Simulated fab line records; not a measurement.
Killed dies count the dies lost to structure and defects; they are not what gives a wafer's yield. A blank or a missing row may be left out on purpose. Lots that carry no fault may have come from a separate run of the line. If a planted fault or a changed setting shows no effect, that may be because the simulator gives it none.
fab line records	flow nand_harc	part 1 of 2: steps 1 to 3 of 6
record: lots: 18	wafers: 54	last_day: 24
route steps=1159 shown A_STAIRCASE@580
lots that met no fault: taken from a fault-free run of the same line
start_h: start of the lot's first displayed wafer, in hours after the record's first day	wait_h: hours from the lot's prior step to this one	" same as the row above	L1.1+2: a single row standing in for several wafers	- no value present, or no start provided	* or withheld: withheld	< > ~ a bound
route shown NAME@n: a module of which the file shows steps, and the number in the route of the first	usual: mean/standard deviation of fault-free wafers	same: alike in all rows	chamber/n: place in a boat	sites: the reading at each site	_std_site: standard deviation across them	_edge_site: mean of outer sites minus mean of inner sites	radius_mm: how far each site lies from the wafer's centre	mask NAME#n: copy n	behind: the most recent tool/chamber to have shaped the wafer	hold: the reason the lot was held/the length of the hold in hours/how it ended	device: the n, p or np transistor that did not switch	end of line: the route-end tests of the same wafers	for a step that has no rows: nothing shown but its recipe	killed: dies that structure and defects cost at the first sort, which is not the same as the wafer's yield	map: per-die view of a wafer (x killed, . not killed, _ where there is no die)
set.NAME: the run value of the setting; set.NAME@STEP: its run value at that earlier step	model.NAME: the simulator's own value behind a step, which no gauge read
one table for each step of the route and one row for each wafer, over a sample of lots
services: from which hour (start_h, from the record's first day; less than 0 if before it) a tool's chamber was out of use, for how many hours, and why
== steps ==
step: NHARC_A_STAIRCASE_DESCUM_186
recipe: time_s: 3	o2_flow_sccm: 200	ar_flow_sccm: 0	bias_power_w: 0	chemistry: O2
usual: chamber_pressure_mTorr: 60.00/0.053	drypump_motor_current_A: 5.7/0.39	mfc_ar_sccm: 0.007/0.0093	oes_product_au: 0.995/0.011	rf_vpp_V: 57.8/0.93	showerhead_plenum_p_Torr: 1.90/0.094	throttle_valve_pct: 11.311/0.0088
lot.wafer	tool	chamber	start_h	wait_h	chamber_pressure_mTorr	drypump_motor_current_A	mfc_ar_sccm	oes_product_au	rf_hours_counter_h	rf_vpp_V	showerhead_plenum_p_Torr	throttle_valve_pct
L074.3	rie_diel-02	1	247.58	-	60.10	6.1	0.010	0.995	35	57.5	1.93	11.306
L074.1	"	3	"	"	59.93	6.3	0	0.998	32	57.2	1.77	11.313
L074.2	"	0	"	"	60.00	5.6	0.032	0.983	35	59.0	1.97	11.306
L075.3	rie_diel-13	3	249.86	-	60.07	6.0	0.008	0.983	53	58.5	1.78	11.308
L075.1	"	1	"	"	60.01	5.8	0	0.984	50	55.8	1.79	11.303
L075.2	"	2	"	"	59.94	5.3	0.020	1.000	54	58.7	1.98	11.303
L076.1	rie_diel-13	2	255.53	-	59.89	5.3	0.020	0.988	57	58.6	1.98	11.308
L076.4	"	3	"	"	60.07	6.1	0.008	0.973	55	56.3	1.78	11.312
L076.6	"	0	"	"	59.89	5.6	0	0.984	-	56.7	1.92	11.324
L079.1	rie_diel-13	2	256.66	-	60.00	5.3	0.020	0.997	57	58.8	1.98	11.307
L079.2	"	0	"	"	60.05	5.6	0	1.003	53	56.7	1.92	11.321
L079.6	"	2	"	"	59.99	5.3	0.020	1.004	-	59.4	1.98	11.316
L078.1	rie_diel-02	1	260.86	-	60.00	6.1	0.010	0.995	40	56.9	1.93	11.326
L078.3	"	2	"	"	60.02	5.0	0	1.001	40	58.2	2.06	11.314
L078.6	"	3	"	"	59.94	6.4	0	0.993	-	56.9	1.77	11.322
L081.2	rie_diel-05	2	282.51	-	59.93	5.7	0	0.989	34	57.1	1.96	11.300
L081.3	"	3	"	"	60.03	5.3	0	0.983	35	59.4	1.96	11.310
L081.4	"	0	"	"	60.08	6.3	0.009	1.001	43	58.0	1.92	11.316
L080.3	rie_diel-05	1	290.08	-	60.01	5.6	0.008	1.002	45	57.7	1.83	11.301
L080.4	"	2	"	"	59.97	5.7	0	0.983	36	58.8	1.96	11.322
L080.1	"	3	"	"	60.02	5.3	0	0.990	38	58.0	1.96	11.302
L082.3	rie_diel-02	1	293.55	-	59.95	6.1	0.010	0.983	51	57.6	1.92	11.311
L082.1	"	3	"	"	59.97	6.3	0	0.983	50	57.5	1.76	11.318
L082.5	"	2	"	"	60.03	5.0	0	1.006	-	58.0	2.06	11.321
L084.3	rie_diel-02	1	297.54	-	60.00	6.1	0.010	0.989	53	57.7	1.92	11.322
L084.2	"	3	"	"	60.00	6.3	0	0.988	52	56.5	1.76	11.328
L084.4	"	1	"	"	59.98	6.1	0.010	0.994	-	57.7	1.92	11.315
L089.3	rie_diel-02	3	315.43	-	60.17	6.3	0	1.000	57	57.4	1.76	11.322
L089.6	"	2	"	"	59.98	5.0	0	1.010	-	58.6	2.06	11.328
L089.5	"	3	"	"	60.04	6.3	0	0.994	-	57.5	1.76	11.314
L085.3	rie_diel-02	3	316.20	-	60.05	6.3	0	0.988	58	57.1	1.76	11.312
L085.1	"	0	"	"	60.01	5.6	0.032	0.993	58	59.1	1.96	11.299
L085.4	"	1	"	"	59.98	6.1	0.010	0.991	60	57.7	1.92	11.308
L087.4	rie_diel-13	3	317.97	-	59.90	6.1	0.008	0.993	10	56.5	1.77	11.316
L087.5	"	2	"	"	60.16	5.3	0.020	1.003	-	58.3	1.98	11.311
L087.6	"	3	"	"	59.91	6.0	0.008	0.980	-	57.4	1.77	11.305
L086.3	rie_diel-13	1	319.51	-	60.00	5.8	0	0.982	12	57.2	1.78	11.308
L086.4	"	3	"	"	60.00	6.1	0.008	0.991	11	57.7	1.77	11.328
L086.6	"	2	"	"	59.95	5.3	0.020	1.009	-	58.5	1.98	11.311
L091.4	rie_diel-13	2	341.75	-	60.06	5.3	0.020	1.007	21	57.8	1.97	11.304
L091.3	"	3	"	"	60.01	6.1	0.008	0.992	20	56.7	1.77	11.331
L091.2	"	0	"	"	59.98	5.6	0	0.982	20	59.3	1.91	11.312
L090.2	rie_diel-02	0	349.37	-	60.03	5.6	0.032	0.988	6	57.1	1.95	11.303
L090.5	"	0	"	"	60.04	5.6	0.032	1.001	-	58.2	1.95	11.311
L090.6	"	2	"	"	59.92	5.0	0	1.016	-	58.9	2.05	11.319
L093.2	rie_diel-05	2	351.87	-	59.97	5.7	0	0.995	1	57.3	1.95	11.307
L093.3	"	3	"	"	60.07	5.3	0	1.012	1	57.0	1.95	11.330
L093.6	"	0	"	"	59.92	6.3	0.009	0.996	-	58.9	1.91	11.295
L096.4	rie_diel-05	0	363.38	-	60.10	6.3	0.009	0.997	7	58.1	1.91	11.311
L096.5	"	2	"	"	60.06	5.6	0	1.000	-	58.5	1.95	11.325
L096.6	"	3	"	"	60.06	5.3	0	1.010	-	58.7	1.95	11.330
L095.4	rie_diel-02	1	364.43	-	60.09	6.1	0.010	0.998	15	57.1	1.91	11.311
L095.2	"	3	"	"	60.05	6.3	0	1.016	4	59.4	2.08	11.302
L095.1	"	0	"	"	60.03	5.5	0.032	1.010	14	58.4	1.95	11.305
step: NHARC_A_STAIRCASE_TRIM_200
recipe: time_s: 211.2	o2_flow_sccm: 500	ar_flow_sccm: 0	bias_w: 0	chemistry: O2
usual: chamber_pressure_mTorr: 60.00/0.059	drypump_motor_current_A: 5.7/0.41	mfc_ar_sccm: 0.008/0.01	oes_product_au: 0.996/0.011	rf_vpp_V: 57.7/0.87	showerhead_plenum_p_Torr: 3.53/0.16	throttle_valve_pct: 17.035/0.0088
lot.wafer	tool	chamber	start_h	wait_h	chamber_pressure_mTorr	drypump_motor_current_A	mfc_ar_sccm	oes_product_au	rf_hours_counter_h	rf_vpp_V	showerhead_plenum_p_Torr	throttle_valve_pct
L074.1	rie_diel-02	2	-	-	60.06	5.0	0	1.007	34	57.7	3.79	17.047
L074.3	"	3	"	"	59.99	6.3	0	0.996	33	57.5	3.28	17.032
L074.2	"	1	"	"	59.92	6.1	0.010	1.004	36	57.7	3.55	17.048
L075.2	rie_diel-05	2	-	-	59.95	5.7	0	0.986	23	58.1	3.61	17.037
L075.3	"	0	"	"	59.96	6.3	0.009	1.000	30	57.8	3.55	17.028
L075.1	"	1	"	"	59.93	5.6	0.008	0.997	29	57.2	3.39	17.031
L076.1	rie_diel-02	2	-	-	60.02	5.0	0	1.018	38	58.5	3.79	17.042
L076.4	"	3	"	"	60.01	6.3	0	0.999	37	55.6	3.28	17.041
L076.6	"	1	"	"	59.98	6.1	0.010	1.001	-	59.1	3.55	17.029
L079.1	rie_diel-13	1	-	-	59.97	5.8	0	0.974	53	56.8	3.31	17.044
L079.2	"	3	"	"	60.01	6.1	0.008	0.981	56	57.7	3.29	17.026
L079.6	"	1	"	"	60.01	5.8	0	0.982	-	55.7	3.31	17.028
L078.1	rie_diel-02	0	-	-	59.96	5.7	0.032	0.995	41	58.1	3.61	17.037
L078.3	"	1	"	"	59.90	6.1	0.010	1.004	41	57.2	3.55	17.044
L078.6	"	3	"	"	59.98	6.3	0	1.009	-	57.7	3.28	17.044
L081.2	rie_diel-02	1	-	-	59.91	6.1	0.010	1.003	48	57.9	3.55	17.030
L081.4	"	3	"	"	59.92	6.3	0	1.003	46	57.9	3.27	17.035
L081.3	"	0	"	"	59.90	5.6	0.032	0.998	48	56.5	3.61	17.040
L080.3	rie_diel-13	0	-	-	60.06	5.6	0	0.991	2	55.9	3.53	17.030
L080.1	"	1	"	"	60.00	5.8	0	0.983	2	57.6	3.30	17.045
L080.4	"	2	"	"	60.04	5.3	0.020	1.007	2	58.5	3.64	17.028
L082.3	rie_diel-02	3	-	-	59.92	6.4	0	0.993	52	57.6	3.27	17.007
L082.1	"	1	"	"	59.94	6.1	0.010	1.002	52	58.0	3.55	17.029
L082.5	"	2	"	"	60.05	5.0	0	1.008	-	58.7	3.78	17.053
L084.3	rie_diel-02	1	-	-	59.89	6.1	0.010	0.975	54	58.2	3.54	17.044
L084.2	"	3	"	"	60.03	6.3	0	0.992	53	56.9	3.27	17.050
L084.4	"	1	"	"	60.04	6.1	0.010	0.982	-	56.2	3.54	17.039
L089.3	rie_diel-13	2	-	-	60.05	5.3	0.020	1.003	10	58.3	3.64	17.034
L089.6	"	1	"	"	60.07	5.8	0	0.984	-	56.6	3.30	17.024
L089.5	"	2	"	"	60.03	5.3	0.020	1.000	-	58.4	3.64	17.036
L085.1	rie_diel-02	1	-	-	60.06	6.1	0.010	0.985	61	57.1	3.54	17.034
L085.4	"	2	"	"	60.03	5.0	0	1.003	59	59.0	3.77	17.024
L085.3	"	0	"	"	59.94	5.6	0.032	0.997	59	56.5	3.60	17.037
L086.3	rie_diel-13	1	-	-	60.05	5.8	0	0.972	14	56.5	3.30	17.045
L086.4	"	2	"	"	59.90	5.3	0.020	1.011	12	57.3	3.63	17.050
L086.6	"	1	"	"	59.98	5.8	0	0.981	-	58.7	3.30	17.035
L087.4	rie_diel-05	0	-	-	59.89	6.3	0.009	0.992	59	58.5	3.53	17.038
L087.5	"	1	"	"	59.95	5.6	0.008	0.997	-	57.7	3.38	17.031
L087.6	"	2	"	"	60.05	5.7	0	0.985	-	58.4	3.60	17.036
L091.3	rie_diel-02	0	-	-	60.03	5.6	0.032	0.995	3	57.8	3.60	17.035
L091.2	"	2	"	"	60.06	5.1	0	1.011	3	58.5	3.77	17.041
L091.4	"	0	"	"	60.08	5.6	0.032	0.994	-	58.5	3.60	17.034
L090.2	rie_diel-13	3	-	-	60.04	6.1	0.008	0.993	27	57.9	3.28	17.013
L090.6	"	0	"	"	60.05	5.6	0	0.991	-	57.9	3.51	17.028
L090.5	"	3	"	"	59.99	6.1	0.008	0.994	-	58.4	3.28	17.029
L093.2	rie_diel-05	1	-	-	59.92	5.6	0.008	1.010	2	57.7	3.37	17.021
L093.3	"	2	"	"	59.91	5.7	0	0.999	2	58.1	3.60	17.038
L093.6	"	0	"	"	60.04	6.3	0.009	0.995	-	58.2	3.53	17.022
L096.4	rie_diel-05	3	-	-	60.05	5.3	0	1.013	8	58.4	3.59	17.039
L096.5	"	1	"	"	59.95	5.6	0.008	1.005	-	56.6	3.37	17.043
L096.6	"	2	"	"	60.06	5.6	0	0.990	-	56.6	3.59	17.004
L095.4	rie_diel-02	1	-	-	59.92	6.1	0.010	0.999	15	57.8	3.53	17.046
L095.1	"	2	"	"	60.12	5.0	0	1.013	14	59.9	3.76	17.039
L095.2	"	3	"	"	59.99	6.3	0	0.997	4	58.0	3.81	17.033
step: NHARC_A_STAIRCASE_TRIM_220
recipe: time_s: 211.2	o2_flow_sccm: 500	ar_flow_sccm: 0	bias_w: 0	chemistry: O2
usual: chamber_pressure_mTorr: 59.99/0.061	drypump_motor_current_A: 5.7/0.4	mfc_ar_sccm: 0.007/0.0086	oes_product_au: 0.996/0.0099	rf_vpp_V: 57.7/0.78	showerhead_plenum_p_Torr: 3.51/0.16	throttle_valve_pct: 17.037/0.0081
lot.wafer	tool	chamber	start_h	wait_h	chamber_pressure_mTorr	drypump_motor_current_A	mfc_ar_sccm	oes_product_au	rf_hours_counter_h	rf_vpp_V	showerhead_plenum_p_Torr	throttle_valve_pct
L074.1	rie_diel-02	2	251.23	0.1	60.02	5.0	0	1.002	34	58.0	3.79	17.034
L074.2	"	3	"	"	60.08	6.3	0	0.998	33	57.6	3.28	17.029
L074.3	"	1	"	"	60.07	6.1	0.010	0.986	36	57.8	3.55	17.044
L075.3	rie_diel-05	1	254.09	0.1	59.92	5.6	0.008	0.996	30	57.6	3.39	17.036
L075.1	"	3	"	"	60.13	5.3	0	0.992	26	59.1	3.62	17.034
L075.2	"	0	"	"	60.03	6.3	0.009	0.987	31	57.8	3.55	17.042
L076.4	rie_diel-02	2	259.31	0.1	59.95	5.0	0	1.002	39	59.1	3.79	17.048
L076.1	"	0	"	"	59.94	5.6	0.032	0.975	40	56.7	3.62	17.051
L076.6	"	3	"	"	59.93	6.3	0	0.995	-	57.0	3.28	17.038
L079.1	rie_diel-13	1	260.52	0.1	59.87	5.8	0	0.986	54	56.1	3.31	17.029
L079.2	"	2	"	"	59.94	5.3	0.020	0.997	59	57.5	3.64	17.040
L079.6	"	1	"	"	60.02	5.8	0	0.982	-	56.0	3.31	17.044
L078.3	rie_diel-13	3	264.90	0.1	59.90	6.1	0.008	0.990	58	56.9	3.29	17.032
L078.1	"	2	"	"	59.93	5.3	0.020	0.994	60	58.0	3.64	17.036
L078.6	"	3	"	"	60.13	6.1	0.008	0.987	-	58.8	3.29	17.039
L081.2	rie_diel-13	2	286.59	0.1	59.98	5.3	0.020	1.015	0	58.4	3.64	17.048
L081.4	"	3	"	"	60.05	6.1	0.008	0.999	0	56.6	3.29	17.042
L081.3	"	1	"	"	59.94	5.8	0	0.993	0	57.0	3.30	17.047
L080.4	rie_diel-05	0	294.05	0.1	59.98	6.3	0.009	1.005	47	57.7	3.54	17.023
L080.1	"	2	"	"	60.00	5.7	0	0.984	38	58.7	3.61	17.035
L080.3	"	3	"	"	60.02	5.4	0	0.994	39	57.7	3.61	17.042
L082.3	rie_diel-05	1	297.68	0.1	59.99	5.6	0.008	0.997	48	57.0	3.38	17.040
L082.1	"	3	"	"	59.91	5.4	0	0.979	41	57.9	3.61	17.043
L082.5	"	1	"	"	60.02	5.6	0.008	0.996	-	57.7	3.38	17.038
L084.2	rie_diel-02	1	301.67	0.1	60.04	6.1	0.010	0.988	54	56.9	3.54	17.022
L084.3	"	2	"	"	60.02	5.0	0	1.007	53	58.2	3.78	17.041
L084.4	"	3	"	"	59.97	6.3	0	0.992	-	58.1	3.27	17.030
L089.3	rie_diel-13	1	319.75	0.2	60.07	5.8	0	0.976	13	57.4	3.30	17.057
L089.6	"	3	"	"	59.93	6.1	0.008	0.992	-	57.4	3.28	17.034
L089.5	"	0	"	"	59.93	5.6	0	1.008	-	57.7	3.52	17.041
L085.4	rie_diel-05	3	321.53	0.1	60.00	5.3	0	0.977	50	58.2	3.60	17.040
L085.1	"	0	"	"	59.92	6.3	0.009	0.999	59	57.3	3.53	17.033
L085.3	"	1	"	"	60.01	5.6	0.008	0.991	56	57.4	3.38	17.045
L086.3	rie_diel-02	1	323.84	0.1	60.11	6.1	0.010	0.984	64	57.6	3.54	17.033
L086.4	"	0	"	"	60.03	5.6	0.032	0.980	61	57.2	3.60	17.041
L086.6	"	2	"	"	59.98	5.0	0	1.002	-	58.6	3.77	17.025
L087.4	rie_diel-02	2	324.19	0.1	59.97	5.0	0	0.995	62	57.9	3.77	17.027
L087.6	"	1	"	"	59.99	6.1	0.010	0.982	-	57.2	3.54	17.037
L087.5	"	2	"	"	59.99	5.0	0	0.994	-	57.8	3.77	17.025
L091.3	rie_diel-02	2	346.77	0.2	60.08	5.0	0	1.010	4	59.3	3.77	17.034
L091.2	"	0	"	"	59.94	5.6	0.032	0.984	4	58.2	3.60	17.037
L091.4	"	1	"	"	60.02	6.1	0.010	0.991	-	57.0	3.54	17.039
L090.2	rie_diel-05	1	355.78	0.1	60.01	5.6	0.008	1.004	3	57.3	3.37	17.032
L090.6	"	1	"	"	60.14	5.6	0.008	1.006	-	55.5	3.37	17.038
L090.5	"	2	"	"	59.90	5.6	0	0.996	-	58.4	3.60	17.023
L093.2	rie_diel-13	1	357.38	0.1	59.89	5.8	0	0.985	30	58.2	3.29	17.037
L093.3	"	0	"	"	59.95	5.6	0	0.983	30	57.2	3.51	17.045
L093.6	"	2	"	"	60.00	5.3	0.020	1.010	-	58.4	3.63	17.032
L096.4	rie_diel-02	3	367.74	0.1	59.99	6.3	0	0.997	5	58.2	3.81	17.029
L096.6	"	3	"	"	60.06	6.4	0	0.997	-	58.3	3.81	17.030
L096.5	"	0	"	"	59.95	5.6	0.032	1.003	-	57.5	3.59	17.041
L095.4	rie_diel-05	0	370.67	0.1	60.06	6.3	0.009	0.988	9	60.0	3.52	17.047
L095.1	"	1	"	"	60.15	5.6	0.008	1.006	8	58.2	3.37	17.037
L095.2	"	2	"	"	59.91	5.6	0	0.997	8	58.7	3.59	17.042
